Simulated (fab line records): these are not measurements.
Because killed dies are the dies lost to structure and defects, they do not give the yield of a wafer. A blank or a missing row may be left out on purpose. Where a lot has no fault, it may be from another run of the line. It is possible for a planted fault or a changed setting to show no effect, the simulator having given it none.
Chamber matching	flow n5-finfet	N5_BEOL_M5_ALD_86 on ald-metal-03: 4 sister chambers
The step deposits TaN, pulse time 2 s, purge time 3 s, co reactant purge time 2 s. 8 wafers are shown with their chamber, then 8 later ones without.

WAFERS PAIRED WITH THEIR CHAMBERS
wafer	chamber	heater-power-w (W)
L076.1	0	396
L077.5	2	370
L081.3	2	375
L081.5	1	425
L080.1	3	421
L080.2	1	406
L080.6	0	397
L084.1	3	426

WAFERS WHOSE CHAMBER IS MISSING
wafer	heater-power-w (W)
L084.4	404
L084.6	418
L083.2	394
L083.3	357
L083.5	406
L091.3	380
L091.4	394
L091.6	366

EACH ONE'S CHAMBER
wafer	from the rows above	in truth
L084.4	can't be placed: 0 or 1 or 3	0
L084.6	can't be placed: 1 or 3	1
L083.2	0	0
L083.3	2	2
L083.5	can't be placed: 0 or 1 or 3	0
L091.3	can't be placed: 2 or 0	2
L091.4	0	0
L091.6	2	2
Correctly placed: 4 of 8. Not placeable from these rows: 4 (in 4, the candidates include the true chamber). Placed wrongly: 0.
How it was worked out, from the rows above alone: a wafer's distance from a chamber is the root of the sum, over the readings, of the square of ((its reading less the chamber's mean) divided by the reading's scatter). If the next closest chamber is less than 2 further off than the closest, the wafer can't be placed; otherwise it belongs to the closest. Each chamber's mean is taken over the wafers shown for it. How the scatter is found: for the shown wafers, subtract from each reading the mean of its chamber, square and add these, divide the total by (wafers less chambers), then take the root.
